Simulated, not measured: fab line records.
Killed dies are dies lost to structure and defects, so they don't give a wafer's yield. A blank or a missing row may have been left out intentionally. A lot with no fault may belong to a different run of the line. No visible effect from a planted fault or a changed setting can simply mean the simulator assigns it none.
fab line records + flow n5_finfet + part 2 of 2: steps 27 to 31 of 31
[record]
- lots = 5
- wafers = 15
- last_day = 17
route steps=1938 shown BEOL_M12@1646 BEOL_M13@1659
lots with no fault: from the same line, run without faults
start_h: the number of hours between the record's first day and the start of the first shown wafer of the lot + wait_h: hours elapsed since this lot's preceding step + " the same as in the row above + L1.1+2: several wafers, shown together as one row + - no value, or no start was given + * or withheld: withheld + < > ~ a bound
route shown NAME@n: names a module that has steps shown in the file, with the first one's number in the route + usual: mean and standard deviation over wafers with no fault + same: alike in all rows + chamber/n: place in a boat + sites: per-site readings + _std_site: standard deviation of those values + _edge_site: inner sites' mean taken away from outer sites' mean + radius_mm: for every site, how far away it sits from the centre of the wafer + mask NAME#n: copy n + behind: the tool/chamber that last shaped the wafer + hold: why the lot was held/for how many hours/how that ended + device: transistor that didn't switch, given as n, p or np + end of line: tests run on the same wafers once the route is complete + for a step that has no rows: nothing shown but its recipe + killed: dies that structure and defects cost at the first sort, which is not the same as the wafer's yield + map: the dies of a wafer, with x for killed, . for not killed, _ for no die there
set.NAME: the setting as run; set.NAME@STEP: as run at that earlier step + model.NAME: the simulator's own value behind a step, which no gauge read
lots at selected steps of the route; one table per step, one row per wafer
services: from which hour (start_h, from the record's first day; less than 0 if before it) a tool's chamber was out of use, for how many hours, and why
[[steps]]
[step N5_BEOL_M13_DESCUM_15]
[recipe]
- chemistry = O2
- time_s = 7.9
- source_power_w = 50
- bias_power_w = 20
- pressure_mtorr = 20
- rf_frequency_hz = 2.712e+07
- temp_c = 40
- o2_flow_sccm = 225
[usual]
- drypump_motor_current_A = 5.9/0.39
- oes_product_au = 0.78/0.094
- rf_vpp_V = 243.3/1.2
- showerhead_plenum_p_Torr = 2.11/0.054
- throttle_valve_pct = 20.44/0.24
| lot.wafer | tool        | chamber | start_h | wait_h | drypump_motor_current_A | oes_product_au | rf_hours_counter_h | rf_vpp_V | showerhead_plenum_p_Torr | throttle_valve_pct |
|-----------|-------------|---------|---------|--------|-------------------------|----------------|--------------------|----------|--------------------------|--------------------|
| L078.2    | rie_diel-04 | 3       | 280.25  | 0.0    | 5.3                     | 0.72           | 217                | 243.0    | 2.16                     | 20.80              |
| L078.3    | "           | 2       | "       | "      | 6.4                     | 0.96           | 8                  | 245.1    | 2.13                     | 20.33              |
| L078.5    | "           | 0       | "       | "      | 6.0                     | 0.82           | -                  | 243.2    | 2.12                     | 20.07              |
| L086.1    | rie_diel-04 | 0       | 317.54  | 0.0    | 6.1                     | 0.80           | 109                | 242.7    | 2.11                     | 20.07              |
| L086.2    | "           | 3       | "       | "      | 5.3                     | 0.71           | 229                | 244.8    | 2.15                     | 20.81              |
| L086.6    | "           | 2       | "       | "      | 6.4                     | 0.93           | -                  | 243.9    | 2.13                     | 20.32              |
| L088.2    | rie_diel-03 | 3       | 345.64  | 0.1    | 6.3                     | 0.86           | 46                 | 243.8    | 2.13                     | 20.07              |
| L088.4    | "           | 0       | "       | "      | 6.2                     | 0.90           | 32                 | 243.1    | 2.15                     | 20.58              |
| L088.5    | "           | 3       | "       | "      | 6.3                     | 0.87           | -                  | 242.9    | 2.13                     | 20.07              |
| L093.1    | rie_diel-04 | 0       | 367.47  | 0.0    | 6.1                     | 0.80           | 124                | 243.1    | 2.11                     | 20.09              |
| L093.3    | "           | 1       | "       | "      | 6.3                     | 0.71           | 202                | 243.4    | 2.15                     | 20.41              |
| L093.6    | "           | 0       | "       | "      | 6.1                     | 0.80           | -                  | 242.4    | 2.11                     | 20.12              |
| L094.1    | rie_diel-04 | 3       | 373.54  | 0.0    | 5.3                     | 0.71           | 243                | 244.0    | 2.15                     | 20.82              |
| L094.3    | "           | 0       | "       | "      | 6.1                     | 0.79           | 125                | 244.5    | 2.11                     | 20.10              |
| L094.5    | "           | 2       | "       | "      | 6.4                     | 0.90           | -                  | 245.2    | 2.12                     | 20.36              |
[step N5_BEOL_M13_ETCH_59]
[recipe]
- chemistry = N2/H2
- target = BARC
- target_depth_a = 890
- overetch_a = 267
- time_s = 67.9
- ion_energy_ev = 200
- pressure_mtorr = 30
- source_w = 840
- bias_w = 150
- n2_flow_sccm = 200
- h2_flow_sccm = 200
[usual]
- drypump_motor_current_A = 5.9/0.38
- h2_flow_sccm = 200.0/0.62
- n2_flow_sccm = 200.0/0.59
- oes_product_au = 0.67/0.076
- rf_vpp_V = 524.3/2.1
- showerhead_plenum_p_Torr = 2.56/0.071
- throttle_valve_pct = 17.89/0.26
| lot.wafer | tool        | chamber | start_h | wait_h | drypump_motor_current_A | h2_flow_sccm | n2_flow_sccm | oes_product_au | rf_hours_counter_h | rf_vpp_V | showerhead_plenum_p_Torr | throttle_valve_pct |
|-----------|-------------|---------|---------|--------|-------------------------|--------------|--------------|----------------|--------------------|----------|--------------------------|--------------------|
| L078.2    | rie_diel-04 | 3       | 280.29  | 0.0    | 5.3                     | 200.4        | 200.6        | 0.61           | 217                | 524.9    | 2.63                     | 18.26              |
| L078.3    | "           | 2       | "       | "      | 6.4                     | 200.0        | 199.1        | 0.81           | 8                  | 526.3    | 2.61                     | 17.84              |
| L078.5    | "           | 0       | "       | "      | 6.1                     | 200.2        | 200.4        | 0.70           | -                  | 524.9    | 2.58                     | 17.55              |
| L086.1    | rie_diel-04 | 0       | 317.58  | 0.0    | 6.1                     | 199.7        | 199.7        | 0.69           | 109                | 524.2    | 2.57                     | 17.60              |
| L086.2    | "           | 3       | "       | "      | 5.3                     | 200.4        | 199.9        | 0.61           | 229                | 526.0    | 2.62                     | 18.30              |
| L086.6    | "           | 2       | "       | "      | 6.4                     | 200.1        | 199.5        | 0.79           | -                  | 525.8    | 2.61                     | 17.88              |
| L088.2    | rie_diel-03 | 3       | 345.67  | 0.0    | 6.3                     | 199.8        | 199.9        | 0.75           | 46                 | 524.8    | 2.58                     | 17.44              |
| L088.4    | "           | 0       | "       | "      | 6.2                     | 199.8        | 200.1        | 0.77           | 32                 | 525.0    | 2.60                     | 17.92              |
| L088.5    | "           | 3       | "       | "      | 6.3                     | 200.1        | 200.0        | 0.74           | -                  | 524.1    | 2.58                     | 17.46              |
| L093.1    | rie_diel-04 | 0       | 367.50  | 0.0    | 6.1                     | 200.1        | 201.1        | 0.68           | 124                | 524.6    | 2.57                     | 17.63              |
| L093.3    | "           | 1       | "       | "      | 6.3                     | 200.1        | 200.4        | 0.61           | 202                | 525.7    | 2.62                     | 17.83              |
| L093.6    | "           | 0       | "       | "      | 6.1                     | 200.2        | 200.0        | 0.69           | -                  | 525.0    | 2.57                     | 17.62              |
| L094.1    | rie_diel-04 | 3       | 373.58  | 0.0    | 5.3                     | 199.6        | 200.1        | 0.60           | 243                | 525.7    | 2.61                     | 18.32              |
| L094.3    | "           | 0       | "       | "      | 6.1                     | 199.0        | 199.8        | 0.68           | 125                | 523.6    | 2.57                     | 17.64              |
| L094.5    | "           | 2       | "       | "      | 6.4                     | 201.0        | 200.5        | 0.76           | -                  | 526.7    | 2.60                     | 17.91              |
[step N5_BEOL_M13_VIA_ETCH_16]
[recipe]
- chemistry = C4F8/O2/Ar
- target = SiOC
- pressure_mtorr = 30
- source_w = 3000
- bias_w = 700
- Ar_flow_sccm = 400
- C4F8_flow_sccm = 15
- O2_flow_sccm = 8
- he_inner_torr = 15
- he_outer_torr = 30
- target_depth_a = 9217
- time_s = withheld
- ion_energy_ev = 250
- ends = cleared
[usual]
- drypump_motor_current_A = 5.9/0.38
- oes_product_au = 0.71/0.085
- rf_vpp_V = 666.1/2.6
- showerhead_plenum_p_Torr = 3.44/0.086
- throttle_valve_pct = 24.21/0.28
| lot.wafer | tool        | chamber | start_h | wait_h | drypump_motor_current_A | oes_product_au | rf_vpp_V | showerhead_plenum_p_Torr | throttle_valve_pct |
|-----------|-------------|---------|---------|--------|-------------------------|----------------|----------|--------------------------|--------------------|
| L078.2    | rie_diel-04 | 3       | 280.34  | 0.0    | 5.3                     | 0.66           | 669.1    | 3.51                     | 24.55              |
| L078.3    | "           | 2       | "       | "      | 6.4                     | 0.87           | 669.4    | 3.48                     | 24.13              |
| L078.5    | "           | 0       | "       | "      | 6.1                     | 0.74           | 664.9    | 3.43                     | 23.68              |
| L086.1    | rie_diel-04 | 0       | 317.63  | 0.0    | 6.1                     | 0.72           | 666.2    | 3.42                     | 23.69              |
| L086.2    | "           | 3       | "       | "      | 5.4                     | 0.64           | 667.6    | 3.51                     | 24.56              |
| L086.6    | "           | 2       | "       | "      | 6.4                     | 0.84           | 667.7    | 3.48                     | 24.15              |
| L088.2    | rie_diel-03 | 3       | 345.72  | 0.0    | 6.3                     | 0.77           | 665.6    | 3.46                     | 23.74              |
| L088.4    | "           | 0       | "       | "      | 6.2                     | 0.81           | 668.4    | 3.48                     | 24.26              |
| L088.5    | "           | 3       | "       | "      | 6.3                     | 0.77           | 666.6    | 3.46                     | 23.76              |
| L093.1    | rie_diel-04 | 0       | 367.55  | 0.0    | 6.1                     | 0.72           | 667.1    | 3.41                     | 23.72              |
| L093.3    | "           | 1       | "       | "      | 6.3                     | 0.64           | 669.1    | 3.56                     | 24.40              |
| L093.6    | "           | 0       | "       | "      | 6.1                     | 0.72           | 665.0    | 3.42                     | 23.73              |
| L094.1    | rie_diel-04 | 3       | 373.63  | 0.0    | 5.3                     | 0.63           | 668.4    | 3.50                     | 24.58              |
| L094.3    | "           | 0       | "       | "      | 6.1                     | 0.72           | 666.5    | 3.41                     | 23.72              |
| L094.5    | "           | 2       | "       | "      | 6.4                     | 0.80           | 668.0    | 3.47                     | 24.17              |
[step N5_BEOL_M13_STRIP_63]
[recipe]
- chemistry = N2/H2
- power_w = 1000
- temp_c = 250
- h2_frac = 0.65
- overash_fraction = 0.3
- pressure_mtorr = 1000
- n2_flow_sccm = 1750
- h2_flow_sccm = 3250
[usual]
- drypump_motor_current_A = 5.7/0.55
- h2_flow_sccm = 3250/8.6
- heater_power_w = 315/16
- n2_flow_sccm = 1750/5.1
- oes_product_au = 0.674/0.0049
- strip_time_to_endpoint_s = 27.9/1.2
| lot.wafer | tool            | chamber | start_h | wait_h | drypump_motor_current_A | h2_flow_sccm | heater_power_w | n2_flow_sccm | oes_product_au | rf_hours_counter_h | strip_time_to_endpoint_s |
|-----------|-----------------|---------|---------|--------|-------------------------|--------------|----------------|--------------|----------------|--------------------|--------------------------|
| L078.2    | plasma_asher-02 | 0       | 280.58  | -      | 6.1                     | 3245         | 312            | 1759         | 0.674          | 84                 | 27.2                     |
| L078.3    | "               | 1       | "       | "      | 4.9                     | 3231         | 310            | 1750         | 0.669          | -                  | 26.6                     |
| L078.5    | "               | 0       | "       | "      | 6.1                     | 3251         | 308            | 1754         | 0.682          | -                  | 27.2                     |
| L086.1    | plasma_asher-01 | 1       | 317.86  | -      | 6.3                     | 3243         | 303            | 1754         | 0.681          | 125                | 29.6                     |
| L086.2    | "               | 0       | "       | "      | 5.3                     | 3249         | 340            | 1759         | 0.676          | 125                | 30.8                     |
| L086.6    | "               | 1       | "       | "      | 6.3                     | 3245         | 296            | 1742         | 0.667          | -                  | 27.0                     |
| L088.2    | plasma_asher-02 | 1       | 345.96  | -      | 5.0                     | 3236         | 305            | 1743         | 0.670          | 100                | 28.6                     |
| L088.4    | "               | 0       | "       | "      | 6.1                     | 3253         | 309            | 1755         | 0.670          | -                  | 26.1                     |
| L088.5    | "               | 1       | "       | "      | 4.9                     | 3254         | 304            | 1745         | 0.673          | -                  | 27.0                     |
| L093.1    | plasma_asher-01 | 0       | 367.84  | -      | 5.3                     | 3251         | 339            | 1748         | 0.684          | 134                | 30.7                     |
| L093.3    | "               | 1       | "       | "      | 6.3                     | 3260         | 295            | 1756         | 0.671          | -                  | 27.6                     |
| L093.6    | "               | 1       | "       | "      | 6.3                     | 3269         | 298            | 1748         | 0.670          | -                  | 27.0                     |
| L094.1    | plasma_asher-02 | 1       | 373.87  | -      | 5.0                     | 3252         | 309            | 1750         | 0.671          | 106                | 27.5                     |
| L094.3    | "               | 1       | "       | "      | 4.9                     | 3262         | 319            | 1751         | 0.673          | -                  | 28.6                     |
| L094.5    | "               | 1       | "       | "      | 5.0                     | 3266         | 303            | 1757         | 0.669          | -                  | 25.4                     |
[step N5_BEOL_M13_STRIP_64]
[recipe]
- chemistry = N2/H2
- power_w = 1000
- temp_c = 250
- h2_frac = 0.65
- overash_fraction = 0.3
- pressure_mtorr = withheld
- n2_flow_sccm = 1750
- h2_flow_sccm = 3250
[usual]
- drypump_motor_current_A = 5.7/0.55
- h2_flow_sccm = 3248/9.2
- heater_power_w = 314/16
- n2_flow_sccm = 1751/5.1
- oes_product_au = 0.715/0.0051
- strip_time_to_endpoint_s = 31.31/0.088
| lot.wafer | tool            | chamber | start_h | wait_h | drypump_motor_current_A | h2_flow_sccm | heater_power_w | n2_flow_sccm | oes_product_au | rf_hours_counter_h | strip_time_to_endpoint_s |
|-----------|-----------------|---------|---------|--------|-------------------------|--------------|----------------|--------------|----------------|--------------------|--------------------------|
| L078.2    | plasma_asher-02 | 0       | 280.64  | 0.0    | 6.1                     | 3258         | 305            | 1759         | 0.712          | 84                 | 31.15                    |
| L078.3    | "               | 1       | "       | "      | 5.0                     | 3250         | 307            | 1751         | 0.718          | -                  | 31.12                    |
| L078.5    | "               | 0       | "       | "      | 6.1                     | 3248         | 315            | 1755         | 0.711          | -                  | 31.15                    |
| L086.1    | plasma_asher-01 | 1       | 317.92  | 0.0    | 6.3                     | 3233         | 298            | 1748         | 0.713          | 125                | 31.40                    |
| L086.2    | "               | 0       | "       | "      | 5.3                     | 3234         | 343            | 1738         | 0.709          | 125                | 31.23                    |
| L086.6    | "               | 1       | "       | "      | 6.3                     | 3248         | 298            | 1741         | 0.714          | -                  | 31.36                    |
| L088.2    | plasma_asher-02 | 1       | 346.02  | 0.0    | 4.9                     | 3247         | 306            | 1754         | 0.717          | 100                | 31.30                    |
| L088.4    | "               | 0       | "       | "      | 6.1                     | 3268         | 307            | 1744         | 0.711          | -                  | 31.37                    |
| L088.5    | "               | 1       | "       | "      | 4.9                     | 3246         | 307            | 1749         | 0.723          | -                  | 31.39                    |
| L093.1    | plasma_asher-01 | 0       | 367.90  | 0.0    | 5.3                     | 3241         | 340            | 1757         | 0.717          | 134                | 31.19                    |
| L093.3    | "               | 1       | "       | "      | 6.3                     | 3255         | 305            | 1758         | 0.719          | -                  | 31.24                    |
| L093.6    | "               | 1       | "       | "      | 6.3                     | 3240         | 306            | 1752         | 0.721          | -                  | 31.21                    |
| L094.1    | plasma_asher-02 | 1       | 373.93  | 0.0    | 5.0                     | 3239         | 302            | 1752         | 0.713          | 106                | 31.42                    |
| L094.3    | "               | 1       | "       | "      | 5.0                     | 3249         | 302            | 1750         | 0.721          | -                  | 31.32                    |
| L094.5    | "               | 1       | "       | "      | 5.0                     | 3247         | 308            | 1749         | 0.715          | -                  | 31.44                    |
[[services]]
| tool            | chamber | start_h | hours | kind   |
|-----------------|---------|---------|-------|--------|
| krf_scanner-02  | -       | 262.00  | 6.0   | pm     |
| krf_scanner-02  | -       | 268.00  | 1.3   | pm     |
| rie_diel-03     | -       | 272.06  | 0.8   | repair |
| pecvd-04        | -       | 272.95  | 0.7   | repair |
| plasma_asher-02 | -       | 282.11  | 5.9   | repair |
| pecvd-01        | 1       | 289.14  | 3.5   | repair |
| plasma_asher-01 | -       | 300.45  | 15.6  | pm     |
| krf_scanner-02  | -       | 302.66  | 3.0   | repair |
| pvd_sputter-02  | -       | 305.59  | 2.2   | repair |
| pecvd-01        | -       | 310.82  | 0.3   | repair |
| rie_diel-03     | 3       | 317.24  | 8.8   | repair |
| krf_scanner-02  | -       | 319.46  | 0.8   | pm     |
| plasma_asher-01 | -       | 324.79  | 3.4   | repair |
| pvd_sputter-01  | -       | 326.95  | 3.2   | repair |
| cmp-04          | -       | 331.13  | 5.2   | repair |
| pecvd-04        | 0       | 331.85  | 8.1   | repair |
| krf_scanner-02  | -       | 332.26  | 4.4   | pm     |
| rie_diel-04     | 3       | 334.18  | 5.4   | repair |
| rtp_anneal-02   | -       | 347.67  | 0.8   | pm     |
| cmp-04          | -       | 349.07  | 4.2   | repair |
| plasma_asher-02 | -       | 351.47  | 2.8   | repair |
| pvd_sputter-02  | -       | 360.36  | 9.0   | repair |
| pecvd-02        | 2       | 365.17  | 18.7  | repair |
| pvd_sputter-02  | -       | 373.64  | 2.1   | repair |
